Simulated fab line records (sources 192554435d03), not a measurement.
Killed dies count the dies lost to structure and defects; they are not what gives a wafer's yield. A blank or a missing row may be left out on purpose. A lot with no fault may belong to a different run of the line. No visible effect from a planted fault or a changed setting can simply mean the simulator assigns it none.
A lot that was struck, set against a sound lot + flow n5-finfet + 16 steps out of a route of 1938
Sound: these wafers, L876.1, L876.3, L876.6. Struck: wafers L882.2, L882.6. (L882.5 of the same lot was not struck and is left out.) The cause comes at the end.
For every step that has rows: the tool of each side, followed by ch and its chambers, followed by its first start. Under that, the readings that differ: sound wafers + struck wafers + difference of the means + sigmas: that difference in standard deviations of wafers without a fault.
alike: same words and numbers on both sides, and readings whose means sit less than 2 such deviations apart. not compared: any withheld reading, any reading some wafer has no value for, any bound like >300 that may hide the same value, and any number with overlapping values for which the record gives no deviation.
The two part at a step that has a row with sigmas, a row that says differs or no value, or rows on one side only. Numbers that don't overlap but have no deviation are shown without sigmas and don't part them. Lack of a reading on every wafer of one side parts them only where that side has two or more wafers.

first, 7 steps without rows for these wafers: N5_BEOL_M4_COAT_73 (time 60 s, resist thk 5 nm); N5_BEOL_M4_COAT_05 (resist thk 30 nm); N5_BEOL_M4_EBR_07; N5_BEOL_M4_SOFTBAKE_06 (time 60 s); N5_BEOL_M4_EXPOSE_08 (exposes mask M4); N5_BEOL_M4_PEB_09 (peb time 60 s); N5_BEOL_M4_DEVELOP_10 (develop time 30 s).
N5_BEOL_M4_CD_MEAS_11 targets a cd of 16.79 nm.
  sound on cd-sem-01 ch 0, day 10 00:50; struck on cd-sem-01 ch 0, day 10 16:18
  alike: cd-nm
N5_BEOL_M4_OVL_MEAS_12:
  sound on overlay-01 ch 0, day 10 00:52; struck on overlay-02 ch 0, day 10 16:20
  alike: M4_OVL
N5_BEOL_M4_INSPECT_13: inspects for defects (brightfield).
  sound on defect-inspect-01 at day 10 00:55; struck on defect-inspect-01 at day 10 16:23
  alike: raw-defect-count
N5_BEOL_M4_DESCUM_16: chemistry O2, time 7 s.
  sound on rie-diel-01 ch 0,2, day 10 00:58; struck on rie-diel-02 ch 3, day 10 16:25
  alike: drypump-motor-current-A, oes-product-au, rf-fwd-power-W, rf-vpp-V, showerhead-plenum-p-Torr, throttle-valve-pct
  not compared: rf-hours-counter-h
N5_BEOL_M4_ETCH_74: etches underlayer in N2/H2, target depth 6.5 nm, time 5.2 s.
  sound on rie-diel-01 ch 0,2, day 10 00:59; struck on rie-diel-02 ch 3, day 10 16:28
| reading               | sound          | struck    | difference | sigmas |
|-----------------------|----------------|-----------|------------|--------|
| etch-rf-on-time-s (s) | 4.96 5.10 5.11 | 5.41 5.40 | +0.35      | +3     |
  alike: bias-w, drypump-motor-current-A, oes-product-au, rf-fwd-power-W, rf-vpp-V, showerhead-plenum-p-Torr, throttle-valve-pct
  not compared: rf-hours-counter-h
N5_BEOL_M4_ETCH_63: etches SiARC in CF4, target depth 15.6 nm, time 26 s.
  sound on rie-diel-01 ch 0,2, day 10 01:01; struck on rie-diel-02 ch 3, day 10 16:28
| reading               | sound             | struck      | difference | sigmas |
|-----------------------|-------------------|-------------|------------|--------|
| bias-w (W)            | 36.00 36.06 36.11 | 35.84 35.81 | -0.23      | -2     |
| etch-rf-on-time-s (s) | 24.8 24.8 25.1    | 31.1 31.2   | +6.2       | +10    |
| oes-product-au (a.u.) | 0.83 0.71 0.70    | 0.57 0.57   | -0.18      | -2     |
  alike: drypump-motor-current-A, rf-fwd-power-W, rf-vpp-V, showerhead-plenum-p-Torr, throttle-valve-pct
  not compared: rf-hours-counter-h
N5_BEOL_M4_ETCH_64: etches SOC in N2/H2, target depth 75 nm, overetch 22.5 nm, time 121.9 s.
  sound on rie-diel-01 ch 0,2, day 10 01:02; struck on rie-diel-02 ch 3, day 10 16:30
  alike: bias-w, drypump-motor-current-A, oes-product-au, rf-fwd-power-W, rf-vpp-V, showerhead-plenum-p-Torr, throttle-valve-pct
  not compared: rf-hours-counter-h
N5_BEOL_M4_RC_MEAS_101:
  sound on prober-02 ch 0, day 10 08:17; struck on prober-01 ch 0, day 11 13:38
  alike: DIBL_N, DIBL_P, IOFF_N, IOFF_P, ION_N, ION_P, SS_N, SS_P, VT_N, VT_P
-- the record jumps here: 4 days lie between the struck wafers' starts before and after (it left off in module BEOL_M4 and takes up again in module PASSIVATION, whose first step shown is number 1936 of the route) --
N5_PASSIVATION_PROBE_49:
  sound on prober-01 at day 14 17:10; struck on prober-02 at day 16 00:30
  alike: defect-limited-yield, killed_at_M0_to_M3, killed_at_M4_up, killed-at-contacts, killed-at-front-end, killed-at-other, killed-dies, killed-open, killed-short, sort_bin_4_leakage, sort_bin_5_function, sort_bin_6_memory, sort_bin_8_speed, sort-n-pass, sort-yield-pct

WHERE THEY PART
At N5_BEOL_M4_ETCH_74 first; at N5_BEOL_M4_ETCH_63 last (within this record only). Later steps at which nothing parts them and some readings are alike: N5_BEOL_M4_ETCH_64, N5_BEOL_M4_RC_MEAS_101, N5_PASSIVATION_PROBE_49.

WHY: what had been put in by the simulator
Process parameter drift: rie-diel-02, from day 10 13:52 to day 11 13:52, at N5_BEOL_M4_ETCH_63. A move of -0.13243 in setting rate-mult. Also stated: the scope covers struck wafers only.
